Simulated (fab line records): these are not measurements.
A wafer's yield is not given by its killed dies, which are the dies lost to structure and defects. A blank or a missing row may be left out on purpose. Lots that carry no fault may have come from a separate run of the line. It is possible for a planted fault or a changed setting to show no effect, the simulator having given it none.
Matching of chambers + flow n5 finfet + 4 sister chambers for N5_HKMG_FIN_ALD_21 on ald metal-02
The step deposits TiN, target thk 1.5 nm, pulse time 1 s, purge time 3 s. 18 wafers are shown with their chamber, then 9 later ones without.

== WAFERS WITH THEIR CHAMBER ==
| wafer  | chamber | heater power outer w (W) | heater power w (W) | chamber pressure Torr (Torr) |
|--------|---------|--------------------------|--------------------|------------------------------|
| L079.2 | 0       | 537                      | 837                | 2.995                        |
| L079.5 | 2       | 534                      | 910                | 2.994                        |
| L079.6 | 1       | 536                      | 830                | 2.998                        |
| L080.2 | 0       | 533                      | 835                | 3.000                        |
| L080.3 | 1       | 540                      | 807                | 2.996                        |
| L080.6 | 1       | 545                      | 808                | 3.006                        |
| L081.3 | 1       | 536                      | 816                | 2.985                        |
| L081.5 | 0       | 539                      | 836                | 2.993                        |
| L081.6 | 1       | 547                      | 832                | 2.986                        |
| L089.3 | 1       | 534                      | 820                | 3.010                        |
| L089.4 | 2       | 533                      | 919                | 3.000                        |
| L089.5 | 1       | 550                      | 822                | 3.008                        |
| L090.2 | 3       | 654                      | 980                | 3.002                        |
| L090.3 | 1       | 546                      | 819                | 3.013                        |
| L090.4 | 0       | 540                      | 823                | 2.993                        |
| L092.2 | 3       | 655                      | 990                | 2.993                        |
| L092.5 | 1       | 530                      | 823                | 3.003                        |
| L092.6 | 0       | 545                      | 859                | 2.994                        |

SIGNATURES, as means of the wafers listed above
| reading               | chamber 0 | chamber 1 | chamber 2 | chamber 3 | scatter within a chamber |
|-----------------------|-----------|-----------|-----------|-----------|--------------------------|
| heater power outer w  | 538.80    | 540.44    | 533.50    | 654.50    | 5.69                     |
| heater power w        | 838.00    | 819.67    | 914.50    | 985.00    | 9.84                     |
| chamber pressure Torr | 2.99500   | 3.00056   | 2.99700   | 2.99750   | 0.00806                  |
Rule: for each reading, subtract the chamber's mean from the wafer's reading, divide by that reading's scatter and square the result; add these up over the readings and take the root, which gives the wafer's distance from the chamber. If the next closest chamber is less than 2 further off than the closest, the wafer can't be placed; otherwise it belongs to the closest. How the scatter is found: for the shown wafers, subtract from each reading the mean of its chamber, square and add these, divide the total by (wafers less chambers), then take the root.

== WAFERS WITHOUT THEIR CHAMBER ==
| wafer  | heater power outer w (W) | heater power w (W) | chamber pressure Torr (Torr) |
|--------|--------------------------|--------------------|------------------------------|
| L093.1 | 548                      | 835                | 3.001                        |
| L093.3 | 648                      | 1005               | 3.009                        |
| L093.6 | 640                      | 966                | 3.008                        |
| L094.1 | 535                      | 838                | 2.996                        |
| L094.2 | 533                      | 814                | 2.990                        |
| L094.3 | 516                      | 898                | 2.995                        |
| L096.4 | 534                      | 876                | 3.000                        |
| L096.5 | 667                      | 979                | 3.003                        |
| L096.6 | 527                      | 922                | 3.005                        |

== EACH ONE'S CHAMBER ==
| wafer  | from the rows above          | in truth |
|--------|------------------------------|----------|
| L093.1 | can't be placed: 0 or 1      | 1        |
| L093.3 | 3                            | 3        |
| L093.6 | 3                            | 3        |
| L094.1 | can't be placed: 0 or 1      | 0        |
| L094.2 | can't be placed: 1 or 0      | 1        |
| L094.3 | 2                            | 2        |
| L096.4 | can't be placed: 2 or 0 or 1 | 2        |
| L096.5 | 3                            | 3        |
| L096.6 | 2                            | 2        |
Placed correctly: 5 of 9. Can't be placed from these rows: 4 (the true chamber is among the candidates in 4). 0 placed wrongly.
